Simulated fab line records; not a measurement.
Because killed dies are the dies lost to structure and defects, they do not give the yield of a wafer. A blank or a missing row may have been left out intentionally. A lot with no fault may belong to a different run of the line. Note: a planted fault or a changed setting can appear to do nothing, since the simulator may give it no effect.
Matching of chambers    flow n5Finfet    rieDiel-02 running N5_BEOL_M7_ETCH_72: 4 sister chambers
The step etches underlayer in N2/H2, target depth 6.5 nm, time 5.2 s. 16 wafers are shown with their chamber, then 8 later ones without.

## WAFERS, EACH WITH ITS CHAMBER
wafer   chamber  drypumpMotorCurrentA (A)  showerheadPlenumPTorr (Torr)  throttleValvePct (%)
L075.1  2        6.1                       2.53                          18.1
L075.2  0        6.3                       2.59                          17.5
L075.5  1        6.6                       2.56                          17.6
L077.2  2        6.1                       2.53                          18.1
L077.3  3        5.3                       2.47                          17.6
L077.4  0        6.3                       2.59                          17.5
L079.2  1        6.6                       2.56                          17.6
L079.3  2        6.1                       2.53                          18.1
L079.6  3        5.2                       2.47                          17.6
L085.1  3        5.3                       2.47                          17.6
L085.4  2        6.1                       2.52                          18.2
L085.5  1        6.7                       2.55                          17.6
L087.1  0        6.3                       2.58                          17.6
L087.2  2        6.2                       2.52                          18.2
L087.4  1        6.6                       2.55                          17.6
L093.2  1        6.6                       2.55                          17.7

SIGNATURES (means of the wafers above)
reading                chamber 0  chamber 1  chamber 2  chamber 3  scatter within a chamber
drypumpMotorCurrentA   6.300      6.620      6.120      5.267      0.0435
showerheadPlenumPTorr  2.5867     2.5540     2.5260     2.4700     0.00506
throttleValvePct       17.533     17.620     18.140     17.600     0.0471
Rule: for a wafer and a chamber, the distance is found by dividing, reading by reading, the gap between the wafer's reading and the chamber's mean by the reading's scatter, squaring, summing and taking the root. If the next closest chamber is less than 2 further off than the closest, the wafer can't be placed; otherwise it belongs to the closest. The scatter: take each reading less its chamber's mean, square it, sum over the shown wafers, divide by the number of wafers less the number of chambers, and take the root.

## WAFERS WITHOUT THEIR CHAMBER
wafer   drypumpMotorCurrentA (A)  showerheadPlenumPTorr (Torr)  throttleValvePct (%)
L093.3  5.2                       2.46                          17.6
L093.5  6.6                       2.55                          17.7
L095.1  6.7                       2.55                          17.7
L095.2  6.3                       2.58                          17.1
L095.5  5.2                       2.46                          17.6
L096.2  6.3                       2.58                          17.1
L096.4  6.7                       2.54                          17.7
L096.6  6.1                       2.51                          18.2

## WHICH CHAMBER EACH ONE RAN IN
wafer   from the rows above  in truth
L093.3  3                    3
L093.5  1                    1
L095.1  1                    1
L095.2  0                    0
L095.5  3                    3
L096.2  0                    0
L096.4  1                    1
L096.6  2                    2
Placed correctly: 8 of 8. From these rows, 0 cannot be placed. Placed wrongly: 0.
